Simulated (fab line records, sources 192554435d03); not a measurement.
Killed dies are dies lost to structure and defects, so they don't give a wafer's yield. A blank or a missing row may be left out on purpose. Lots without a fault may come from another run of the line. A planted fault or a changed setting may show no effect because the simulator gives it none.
Which tool did it? | flow n5_finfet | 9 lots, 27 wafers sampled, at 2 steps of a route of 1938

WHAT THE GAUGES READ, wafer by wafer
N5_BEOL_M8_INSPECT_30: inspects for defects (brightfield). Usual: raw_defect_count 383, standard deviation 90.
lot  | measured     | on                | raw_defect_count | flag
L380 | day 9 06:56  | defect_inspect-02 | 488 389 343      |
L381 | day 9 14:52  | defect_inspect-01 | 668 326 270      |
L382 | day 10 08:05 | defect_inspect-02 | 343 505 392      |
L383 | day 10 16:23 | defect_inspect-02 | 524 709 646      |
L384 | day 10 23:43 | defect_inspect-02 | 356 310 561      |
L390 | day 12 01:00 | defect_inspect-01 | 329 444 304      |
L391 | day 12 02:13 | defect_inspect-01 | 300 310 276      |
L399 | day 14 08:15 | defect_inspect-02 | 358 340 445      |
L401 | day 14 18:56 | defect_inspect-02 | 282 338 263      |

WHICH TOOL RAN EACH LOT (tool, then ch and the chambers of the sampled wafers, then the start)
lot  | N5_BEOL_M8_STRIP_19
L380 | rie_diel-01 ch 0,3, day 9 04:44
L381 | rie_diel-06 ch 0,2,3, day 9 13:55
L382 | rie_diel-06 ch 0,3, day 10 07:11
L383 | rie_diel-06 ch 0,2,3, day 10 13:29
L384 | rie_diel-01 ch 0,1, day 10 22:16
L390 | rie_diel-01 ch 0,2, day 11 22:59
L391 | rie_diel-06 ch 1,2, day 12 00:16
L399 | rie_diel-06 ch 0,1, day 14 06:40
L401 | rie_diel-05 ch 1,3, day 14 16:53
- N5_BEOL_M8_STRIP_19: strips in O2.

WHAT THE TOOLS THEMSELVES READ (means of the sampled wafers that have a number; where no wafer has one, the mark that the record gives instead)
N5_BEOL_M8_STRIP_19. Usual: drypump_motor_current_A 5.7 A, standard deviation 0.37; oes_product_au 0.78 a.u., standard deviation 0.097; rf_vpp_V 3.7 V, standard deviation 0.59; showerhead_plenum_p_Torr 2.10 Torr, standard deviation 0.089; temp_c 39.98 C, standard deviation 0.11; throttle_valve_pct 16.68 %, standard deviation 0.22.
lot  | tool        | drypump_motor_current_A (A) | oes_product_au (a.u.) | rf_vpp_V (V) | showerhead_plenum_p_Torr (Torr) | temp_c (C) | throttle_valve_pct (%) | flag
L380 | rie_diel-01 | 5.4                         | 0.76                  | 3.6          | 2.11                            | 40.06      | 16.58                  |
L381 | rie_diel-06 | 5.8                         | 0.74                  | 4.0          | 2.13                            | 40.02      | 16.80                  |
L382 | rie_diel-06 | 5.9                         | 0.77                  | 3.7          | 2.20                            | 40.07      | 16.82                  |
L383 | rie_diel-06 | 5.8                         | 0.74                  | 4.3          | 2.13                            | 39.94      | 16.82                  |
L384 | rie_diel-01 | 5.9                         | 0.72                  | 3.9          | 2.07                            | 39.99      | 16.75                  |
L390 | rie_diel-01 | 5.7                         | 0.84                  | 3.4          | 2.13                            | 40.03      | 16.46                  |
L391 | rie_diel-06 | 5.6                         | 0.75                  | 4.3          | 2.01                            | 40.04      | 16.71                  |
L399 | rie_diel-06 | 5.9                         | 0.78                  | 4.0          | 2.14                            | 40.04      | 16.77                  |
L401 | rie_diel-05 | 5.6                         | 0.95                  | 3.0          | 2.11                            | 40.00      | 16.47                  |

THE ANSWER, worked out from the rows above alone
Rule: a lot is off if the mean of its wafers that have a number lies more than 3 standard deviations from the usual mean. A lot without any number at a reading at which 4 lots or more have one is off too. The other lots that the step has rows for count as sound. The gauges are gone through in route order, then the tools' own readings, and for those a lot's mean is taken as printed above. The first step at which some lot is off is used, and at that step the reading that is off furthest; a lot without a number counts as furthest.
No lot is off at any reading shown: from this, nothing can be told.

WHAT THE SIMULATOR HAD PUT IN
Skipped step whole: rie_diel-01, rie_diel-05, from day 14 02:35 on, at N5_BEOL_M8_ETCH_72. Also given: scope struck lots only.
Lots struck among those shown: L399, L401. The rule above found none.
